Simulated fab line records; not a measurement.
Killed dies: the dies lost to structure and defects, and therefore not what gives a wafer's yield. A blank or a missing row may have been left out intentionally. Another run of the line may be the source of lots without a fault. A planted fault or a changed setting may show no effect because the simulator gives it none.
Matching of chambers || flow n5 finfet || N5_BEOL_M8_ETCH_61 on rie diel-06 has 4 sister chambers
The step etches SiARC in CF4, target depth 45.5 nm, time 75.8 s. 4 wafers are shown with their chamber, then 9 later ones without.

WAFERS, EACH WITH ITS CHAMBER
{"wafer": "L085.4", "chamber": 1, "drypump motor current A (A)": 5.1}
{"wafer": "L089.1", "chamber": 0, "drypump motor current A (A)": 4.9}
{"wafer": "L089.2", "chamber": 3, "drypump motor current A (A)": 5.8}
{"wafer": "L089.3", "chamber": 2, "drypump motor current A (A)": 6.6}

WAFERS MISSING THEIR CHAMBER
{"wafer": "L090.1", "drypump motor current A (A)": 5.1}
{"wafer": "L090.5", "drypump motor current A (A)": 5.1}
{"wafer": "L090.6", "drypump motor current A (A)": 4.9}
{"wafer": "L091.1", "drypump motor current A (A)": 5.8}
{"wafer": "L091.3", "drypump motor current A (A)": 6.6}
{"wafer": "L091.6", "drypump motor current A (A)": 6.6}
{"wafer": "L095.1", "drypump motor current A (A)": 4.9}
{"wafer": "L095.2", "drypump motor current A (A)": 5.2}
{"wafer": "L095.4", "drypump motor current A (A)": 5.2}

EACH ONE'S CHAMBER
{"wafer": "L090.1", "from the rows above": 1, "in truth": 1}
{"wafer": "L090.5", "from the rows above": 1, "in truth": 1}
{"wafer": "L090.6", "from the rows above": 0, "in truth": 0}
{"wafer": "L091.1", "from the rows above": 3, "in truth": 3}
{"wafer": "L091.3", "from the rows above": 2, "in truth": 2}
{"wafer": "L091.6", "from the rows above": 2, "in truth": 2}
{"wafer": "L095.1", "from the rows above": 0, "in truth": 0}
{"wafer": "L095.2", "from the rows above": 1, "in truth": 1}
{"wafer": "L095.4", "from the rows above": 1, "in truth": 1}
Correctly placed: 9 of 9. From these rows, 0 cannot be placed. Wrongly placed: 0.
How it was worked out, from the rows above alone: a wafer's distance from a chamber is the root of the sum, over the readings, of the square of ((its reading less the chamber's mean) divided by the reading's scatter). If the next closest chamber is less than 2 further off than the closest, the wafer can't be placed; otherwise it belongs to the closest. A chamber's mean is the mean of its shown wafers. The scatter: with one shown wafer a chamber, the root of the mean of the squares of how far each hidden wafer lies from its nearest shown one.
